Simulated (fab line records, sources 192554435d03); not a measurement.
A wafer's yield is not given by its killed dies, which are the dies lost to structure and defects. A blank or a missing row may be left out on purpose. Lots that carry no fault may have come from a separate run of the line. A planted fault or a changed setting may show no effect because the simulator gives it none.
Which tool is to blame? | flow n5_finfet | 11 lots, 33 wafers sampled, at 1 step of a route of 1938

## WHAT THE GAUGES READ, wafer by wafer
N5_BEOL_M9_RS_MEAS_57: uses a four-point probe to measure.
lot  | measured     | on            | M9_RS (ohm/sq)
L649 | day 10 02:31 | film_metro-01 | 0.145 0.147 0.144
L651 | day 10 08:24 | film_metro-02 | 0.152 0.149 0.158
L650 | day 10 13:22 | film_metro-01 | 0.152 0.151 0.152
L652 | day 10 21:25 | film_metro-02 | 0.151 0.157 0.151
L655 | day 11 11:53 | film_metro-01 | 0.146 0.146 0.147
L662 | day 13 17:32 | film_metro-02 | 0.153 0.152 0.151
L669 | day 14 23:04 | film_metro-01 | 0.148 0.151 0.150
L668 | day 15 02:37 | film_metro-02 | 0.151 0.147 0.154
L670 | day 15 05:07 | film_metro-02 | 0.156 0.149 0.147
L671 | day 15 19:52 | film_metro-02 | 0.149 0.157 0.146
L672 | day 15 20:52 | film_metro-02 | 0.158 0.152 0.150

## EACH LOT AND THE TOOL THAT RAN IT (in order: tool; ch and the chambers of the sampled wafers; start)
No process step before these readings appears in the record.

## THE ANSWER, worked out from the rows above alone
Rule: what is usual is taken from the lots themselves. The widest of any qualifying gaps counts: lots, ordered by their means at a reading, are off when they make up no more than a third of the lots, leave a main group of 4 or more, and stand apart from it by 3 or more times the standard deviation of that group's means. A main group whose means are all the same, to the digits that the tables above print for the reading, isn't used. Also off: a lot with no number at a reading for which 4 or more lots have one. The other lots that the step has rows for count as sound.
No lot is off at any reading shown: from this, nothing can be told.

## WHAT HAD BEEN PUT IN BY THE SIMULATOR
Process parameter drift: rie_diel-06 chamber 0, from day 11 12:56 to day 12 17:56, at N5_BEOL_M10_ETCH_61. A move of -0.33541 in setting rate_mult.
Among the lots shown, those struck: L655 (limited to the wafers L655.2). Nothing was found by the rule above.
